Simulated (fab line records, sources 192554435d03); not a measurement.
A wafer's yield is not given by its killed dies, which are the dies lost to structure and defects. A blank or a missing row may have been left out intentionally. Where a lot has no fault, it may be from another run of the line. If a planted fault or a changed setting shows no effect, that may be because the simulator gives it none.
Split-lot study	flow n5 finfet	on a route of 1938 steps: 7 lots, 21 wafers read

== SPLIT DETAILS ==
At N5_FIN_SAQP_HM_DEP_03 (deposits SiNx from SiH4/NH3/N2, target thk 38 nm, time 33.6 s), the setting time s was moved away from the recipe's 33.6 s on 5 of the 21 wafers read, by -11.8% to +12.3%. The other wafers ran this setting at the recipe's value.

== FROM THE SPLIT TO THE READING: what the file shows between them, 7 steps ==
- N5_FIN_SAQP_THK_MEAS_05
- N5_FIN_SAQP_ETCH_65: etches SiO2 in CF4, target depth 4 nm, time 4.4 s (also split here: time s)
- N5_FIN_SAQP_MANDREL_ETCH_58: etches a-Si in HBr/Cl2, stops on SiNx, target depth 45 nm, bt time 10 s, time 27 s
- N5_FIN_SAQP_COAT_68: time 60 s, resist thk 100 nm (also split here: spin rpm)
- N5_FIN_SAQP_ETCH_69: etches SOC in N2/H2, stops on SiNx, target depth 150 nm
- N5_FIN_SAQP_ETCH_67: etches SiNx in CH3F/O2, target depth 30 nm
- N5_FIN_SAQP_MANDREL2_REMOVE_60: chemistry HBr/Cl2/O2, target a-Si, stops on SiNx, bt time 10 s

== THE READING ==
etch.depth nm (the simulator's own value, which no gauge read), in nm, at N5_FIN_SAQP_HM_OPEN_33 (chemistry CH3F/O2, target SiNx, target depth 49.4 nm, time 70.6 s). No usual value for it is given in the file. The 16 wafers here that ran the recipe average 37.38 nm, standard deviation 0.37 nm.

wafer	tool, chamber at the split	time s as run, s	against the recipe	etch.depth nm, nm	against lot-mates on the recipe
L075.1	pecvd-02, 0	33.6	recipe	37.25	-
L075.4	pecvd-02, 1	29.9	-11.0%	33.42	-4.14
L075.5	pecvd-02, 1	33.6	recipe	37.87	-
L077.2	pecvd-03, 2	37.73	+12.3%	41.91	+4.28
L077.3	pecvd-03, 1	33.6	recipe	37.63	-
L077.5	pecvd-03, 2	37.73	+12.3%	42.83	+5.20
L078.2	pecvd-03, 0	33.6	recipe	37.33	-
L078.4	pecvd-03, 0	33.6	recipe	37.77	-
L078.5	pecvd-03, 1	33.6	recipe	37.83	-
L083.2	pecvd-04, 1	33.6	recipe	36.79	-
L083.4	pecvd-04, 1	33.6	recipe	37.42	-
L083.6	pecvd-04, 2	33.6	recipe	37.44	-
L088.1	pecvd-02, 2	29.65	-11.8%	32.51	-5.17
L088.4	pecvd-02, 2	33.6	recipe	37.68	-
L088.5	pecvd-02, 1	29.65	-11.8%	33.59	-4.09
L090.3	pecvd-02, 0	33.6	recipe	36.95	-
L090.5	pecvd-02, 2	33.6	recipe	36.73	-
L090.6	pecvd-02, 0	33.6	recipe	37.48	-
L092.1	pecvd-04, 0	33.6	recipe	37.25	-
L092.2	pecvd-04, 2	33.6	recipe	36.84	-
L092.5	pecvd-04, 1	33.6	recipe	37.75	-

THE FIT
A straight line over all 21 wafers: etch.depth nm changes by +0.384 nm for each +1% of time s; r = +0.98; the points scatter about the line by 0.42 nm.
The same after taking each lot's own level away (the mean of its wafers on the recipe; 21 wafers): +0.387 nm for each +1%; r = +0.99; scatter 0.35 nm.
The reading moves by 4.8 nm for the largest change in time s, on that fit.
Measured against the standard deviation above, the lots' own levels, which go from 37.053 to 37.680 nm, span 1.7 times it.
Hence the lot-to-lot level has little effect on the slope; both slopes agree.
Check: with one of the wafers moved furthest among these (+12.3%) left out of the fit, the line predicts +4.94 nm for it against its lot-mates. It came out at +4.28 nm against them.

== OTHER SPLITS ON THESE WAFERS ==
These wafers also went through other splits before the reading. Each is held against what the fit with the lots' levels taken away leaves over:
other split on the same wafers	wafers away from the commonest value	r with etch.depth nm (lot level and that fit taken away)
N5_ZERO_LAYER_EXPOSE_08 dose mj	7	-0.31
N5_ZERO_LAYER_PEB_09 peb time s	as run: not given for these wafers	-
N5_FIN_SAQP_ALD_61 temp c	7	+0.10
N5_FIN_SAQP_ETCH_65 time s	6	+0.11
N5_FIN_SAQP_COAT_68 spin rpm	5	-0.35

== THE WHOLE CHAIN: every reading that the file lists as answering this split, in the file's order ==
step	what it does	reading	change (the file's fit)	r (the file's)
N5_FIN_SAQP_HM_DEP_03	deposits SiNx from SiH4/NH3/N2, target thk 38 nm, time 33.6 s	SiNx_of_FIN_SAQP_HM_DEP_03.thk nm (the simulator's own value, which no gauge read)	+0.383 nm for each +1% of the setting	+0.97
N5_FIN_SAQP_THK_MEAS_05		thk nm	withheld for each +1% of the setting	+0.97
N5_FIN_SAQP_MANDREL_ETCH_58	etches a-Si in HBr/Cl2, stops on SiNx, target depth 45 nm, bt time 10 s, time 27 s	SiNx_of_FIN_SAQP_HM_DEP_03.thk nm (the simulator's own value, which no gauge read)	+0.387 nm for each +1% of the setting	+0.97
N5_FIN_SAQP_HM_OPEN_33	chemistry CH3F/O2, target SiNx, target depth 49.4 nm, time 70.6 s	etch rf on time s	withheld for each +1% of the setting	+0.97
N5_FIN_SAQP_HM_OPEN_33	chemistry CH3F/O2, target SiNx, target depth 49.4 nm, time 70.6 s	etch.depth nm (the simulator's own value, which no gauge read)	+0.385 nm for each +1% of the setting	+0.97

== THE FILE'S OWN FIT ==
etch.depth nm changes by +0.385 nm for each +1% of time s, r = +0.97.
